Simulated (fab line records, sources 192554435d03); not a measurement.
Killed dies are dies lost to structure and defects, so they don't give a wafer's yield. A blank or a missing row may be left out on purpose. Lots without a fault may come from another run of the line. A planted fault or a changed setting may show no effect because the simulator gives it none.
Which tool did it? | flow n5_finfet | 24 lots, 72 wafers sampled, at 3 steps of a route of 1938

WHAT THE GAUGES READ, wafer by wafer
N5_FIN_SAQP_CD_MEAS_31: target cd 8 nm.
lot  | measured    | on        | cd_nm (nm)
L074 | day 2 02:07 | cd_sem-01 | 8.25 8.23 7.81
L075 | day 2 07:40 | cd_sem-02 | 7.34 8.67 7.90
L076 | day 2 13:49 | cd_sem-01 | 8.32 8.44 8.08
L077 | day 2 19:10 | cd_sem-03 | 7.99 8.10 8.53
L078 | day 3 01:28 | cd_sem-02 | 7.96 8.14 8.14
L079 | day 3 07:38 | cd_sem-02 | 8.10 8.15 8.00
L080 | day 3 14:28 | cd_sem-02 | 8.15 8.16 8.05
L081 | day 3 20:01 | cd_sem-02 | 8.04 8.29 7.91
L082 | day 4 02:11 | cd_sem-01 | 8.07 8.22 8.07
L083 | day 4 08:11 | cd_sem-03 | 8.12 8.26 8.27
L084 | day 4 15:02 | cd_sem-01 | 7.74 8.33 7.77
L085 | day 4 20:41 | cd_sem-02 | 7.98 8.04 7.57
L086 | day 5 04:04 | cd_sem-03 | 8.28 8.10 8.17
L087 | day 5 09:03 | cd_sem-01 | 8.40 7.96 8.07
L088 | day 5 15:17 | cd_sem-01 | 8.17 8.16 7.90
L089 | day 5 20:30 | cd_sem-03 | 8.04 7.64 8.53
L090 | day 6 02:20 | cd_sem-03 | 7.79 8.29 8.45
L091 | day 6 07:23 | cd_sem-03 | 7.87 8.23 8.07
L092 | day 6 13:45 | cd_sem-02 | 8.46 8.09 8.37
L093 | day 6 21:26 | cd_sem-02 | 8.14 8.05 8.26
L094 | day 7 02:25 | cd_sem-01 | 8.27 8.34 8.19
L095 | day 7 08:02 | cd_sem-02 | 7.95 7.96 7.99
L096 | day 7 16:34 | cd_sem-03 | 7.94 8.01 8.07
L097 | day 7 23:14 | cd_sem-02 | 7.92 8.49 8.28

N5_FIN_CUT_OVL_MEAS_09.
lot  | measured    | on         | FIN_CUT_OVL (nm)
L074 | day 2 03:16 | overlay-01 | 0.4 0.4 0.8
L075 | day 2 08:48 | overlay-02 | -1.3 -0.2 -1.0
L076 | day 2 14:52 | overlay-01 | -1.7 -1.4 -1.2
L077 | day 2 20:05 | overlay-02 | -0.4 -0.7 0.0
L078 | day 3 02:35 | overlay-02 | 0.0 0.4 1.2
L079 | day 3 08:41 | overlay-02 | -0.4 -0.3 -0.6
L080 | day 3 15:23 | overlay-01 | -1.0 -0.2 -0.7
L081 | day 3 21:04 | overlay-02 | -1.2 -0.9 -1.6
L082 | day 4 03:14 | overlay-02 | -0.1 -0.6 -0.1
L083 | day 4 09:06 | overlay-02 | 0.1 0.8 0.9
L084 | day 4 15:58 | overlay-02 | 0.1 0.2 -0.7
L085 | day 4 21:37 | overlay-02 | 1.0 -0.5 0.1
L086 | day 5 04:58 | overlay-01 | -1.2 -0.9 -0.2
L087 | day 5 10:11 | overlay-01 | -0.3 -1.4 -0.5
L088 | day 5 16:16 | overlay-02 | -1.7 -0.8 -1.0
L089 | day 5 21:25 | overlay-01 | 0.4 -0.8 -0.2
L090 | day 6 03:16 | overlay-01 | 0.7 1.1 0.5
L091 | day 6 08:18 | overlay-02 | -0.1 -0.2 0.3
L092 | day 6 14:40 | overlay-01 | 0.2 -0.7 0.0
L093 | day 6 22:22 | overlay-02 | -0.7 0.0 -0.7
L094 | day 7 03:32 | overlay-02 | -0.4 -1.5 -1.2
L095 | day 7 09:05 | overlay-01 | -0.4 -0.8 0.3
L096 | day 7 17:32 | overlay-02 | 0.8 1.3 1.2
L097 | day 8 00:17 | overlay-01 | -0.3 -0.2 -1.5

WHICH TOOL RAN EACH LOT (tool, then ch and the chambers of the sampled wafers, then the start)
lot  | N5_FIN_SAQP_FIN_ETCH_36
L074 | rie_si-05 ch 0,1, day 2 02:28
L075 | rie_si-05 ch 0,2, day 2 08:05
L076 | rie_si-03 ch 1,2,3, day 2 14:09
L077 | rie_si-03 ch 1,3, day 2 19:31
L078 | rie_si-05 ch 1,2, day 3 02:01
L079 | rie_si-04 ch 0,1, day 3 07:57
L080 | rie_si-03 ch 0,1, day 3 14:47
L081 | rie_si-04 ch 0,1, day 3 20:21
L082 | rie_si-03 ch 1,2, day 4 02:31
L083 | rie_si-05 ch 0,2,3, day 4 08:31
L084 | rie_si-04 ch 2,3, day 4 15:22
L085 | rie_si-03 ch 0,3, day 4 21:01
L086 | rie_si-03 ch 1,3, day 5 04:23
L087 | rie_si-05 ch 0,1,3, day 5 09:28
L088 | rie_si-03 ch 0,2,3, day 5 15:41
L089 | rie_si-04 ch 1,2,3, day 5 20:49
L090 | rie_si-04 ch 0,1, day 6 02:41
L091 | rie_si-05 ch 1,2, day 6 07:43
L092 | rie_si-05 ch 0,2, day 6 14:05
L093 | rie_si-05 ch 1,2, day 6 21:46
L094 | rie_si-04 ch 0,1,3, day 7 02:50
L095 | rie_si-03 ch 0,2,3, day 7 08:23
L096 | rie_si-03 ch 0,2,3, day 7 16:57
L097 | rie_si-04 ch 0,1,3, day 7 23:34
- N5_FIN_SAQP_FIN_ETCH_36: etches the open film in HBr/Cl2/O2, target depth 120 nm, time 50.4 s.

WHAT THE TOOLS THEMSELVES READ (means of the sampled wafers that have a number; where no wafer has one, the mark that the record gives instead)
N5_FIN_SAQP_FIN_ETCH_36.
lot  | tool      | bias_w (W) | drypump_motor_current_A (A) | oes_product_au (a.u.) | throttle_valve_pct (%)
L074 | rie_si-05 | 101.9      | 5.4                         | 0.995                 | 36.23
L075 | rie_si-05 | 101.9      | 5.5                         | 0.990                 | 36.17
L076 | rie_si-03 | 101.4      | 5.5                         | 0.997                 | 35.91
L077 | rie_si-03 | 101.9      | 5.0                         | 0.992                 | 35.94
L078 | rie_si-05 | 102.3      | 5.5                         | 0.998                 | 36.16
L079 | rie_si-04 | 102.2      | 5.9                         | 1.028                 | 35.86
L080 | rie_si-03 | 101.8      | 5.3                         | 1.001                 | 35.94
L081 | rie_si-04 | 101.7      | 5.9                         | 1.023                 | 35.92
L082 | rie_si-03 | 102.3      | 5.9                         | 0.990                 | 35.89
L083 | rie_si-05 | 102.0      | 5.4                         | 1.004                 | 36.24
L084 | rie_si-04 | 102.2      | 5.3                         | 0.996                 | 35.89
L085 | rie_si-03 | 101.9      | 4.9                         | 0.977                 | 35.62
L086 | rie_si-03 | 102.1      | 5.3                         | 0.984                 | 35.91
L087 | rie_si-05 | 102.1      | 5.4                         | 1.002                 | 36.26
L088 | rie_si-03 | 102.3      | 5.3                         | 0.987                 | 35.72
L089 | rie_si-04 | 102.0      | 5.6                         | 1.007                 | 35.88
L090 | rie_si-04 | 102.1      | 5.9                         | 1.038                 | 35.87
L091 | rie_si-05 | 102.0      | 5.5                         | 1.003                 | 36.19
L092 | rie_si-05 | 102.1      | 5.5                         | 1.003                 | 36.19
L093 | rie_si-05 | 101.9      | 5.5                         | 0.995                 | 36.21
L094 | rie_si-04 | 101.8      | 5.8                         | 1.007                 | 35.94
L095 | rie_si-03 | 102.2      | 5.3                         | 0.986                 | 35.71
L096 | rie_si-03 | 102.0      | 5.3                         | 0.988                 | 35.71
L097 | rie_si-04 | 101.7      | 5.8                         | 1.002                 | 35.94

THE ANSWER, worked out from the rows above alone
Rule: what is usual is taken from the lots themselves. Put in order of their means at a reading, lots are off if they are a third of the lots or fewer, leave a main group of 4 or more, and stand apart from it by a gap of 3 or more times the standard deviation of the main group's means; of several such gaps the widest counts. A main group whose means are all the same, to the digits that the tables above print for the reading, isn't used. A lot without any number at a reading at which 4 lots or more have one is off too. The other lots that the step has rows for count as sound. The gauges are gone through in route order, then the tools' own readings, and for those a lot's mean is taken as printed above. The first step at which some lot is off is used, and at that step the reading that is off furthest; a lot without a number counts as furthest.
No lot is off at any reading shown: from this, nothing can be told.

WHAT THE SIMULATOR HAD PUT IN
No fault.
